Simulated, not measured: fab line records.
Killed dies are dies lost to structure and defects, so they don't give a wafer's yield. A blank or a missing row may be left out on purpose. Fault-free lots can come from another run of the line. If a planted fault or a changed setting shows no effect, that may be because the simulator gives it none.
2 desks looking at one fault || flow n5_finfet || each desk holds nothing but its own numbers, with what lay behind them at the end

## FOR THE TOOL OWNER'S DESK: pecvd-03
The tool's own readings at N5_BEOL_M10_DEP_56 (deposits SiCN from 3MS/NH3, target thk 15 nm, time 26.5 s): means of the sampled wafers that have a number, for each lot that ran on this tool. A lot is out of limits, marked OUT, if its mean lies more than 4 standard deviations from the usual mean; the brackets give that distance.
Columns: A = showerhead_plenum_p_Torr at N5_BEOL_M10_DEP_56, usual 3.665 Torr; B = throttle_valve_pct at N5_BEOL_M10_DEP_56, usual 9.0 %
{"lot": "L169", "first seen here": "day 11 20:54", "A": 3.665, "B": 8.5}
{"lot": "L189", "first seen here": "day 17 10:51", "A": 3.665, "B": 9.4}
{"lot": "L190", "first seen here": "day 17 22:54", "A": 3.667, "B": 8.7}
Result from this desk: across the 3 lots, nothing is out of limits.

## THE METROLOGY DESK
Lot by lot, what the gauges showed, no matter which tool ran the lot: averages of those sampled wafers that carry a number. A lot is out of limits, marked OUT, if its mean lies more than 4 standard deviations from the usual mean; the brackets give that distance.
Columns: A = M10_THK at N5_BEOL_M10_THK_MEAS_53, usual 139.2 nm; B = M10_RS at N5_BEOL_M10_RS_MEAS_57, usual 0.1531 ohm/sq
{"lot": "L169", "first seen here": "day 11 20:50", "A": 139.0, "B": 0.1528}
{"lot": "L172", "first seen here": "day 12 15:15", "A": 138.7, "B": 0.1533}
{"lot": "L178", "first seen here": "day 14 05:18", "A": 138.0, "B": 0.1545}
{"lot": "L189", "first seen here": "day 17 10:46", "A": 136.7, "B": 0.1554}
{"lot": "L190", "first seen here": "day 17 22:50", "A": 138.4, "B": 0.1544}
{"lot": "L191", "first seen here": "day 18 16:43", "A": 141.2, "B": 0.1488}
Result from this desk: across the 6 lots, nothing is out of limits.

## PUT TOGETHER
The tool owner's desk saw nothing out of limits.
Nothing out of limits was seen by the metrology desk.

## WHAT THE SIMULATOR HAD PUT IN
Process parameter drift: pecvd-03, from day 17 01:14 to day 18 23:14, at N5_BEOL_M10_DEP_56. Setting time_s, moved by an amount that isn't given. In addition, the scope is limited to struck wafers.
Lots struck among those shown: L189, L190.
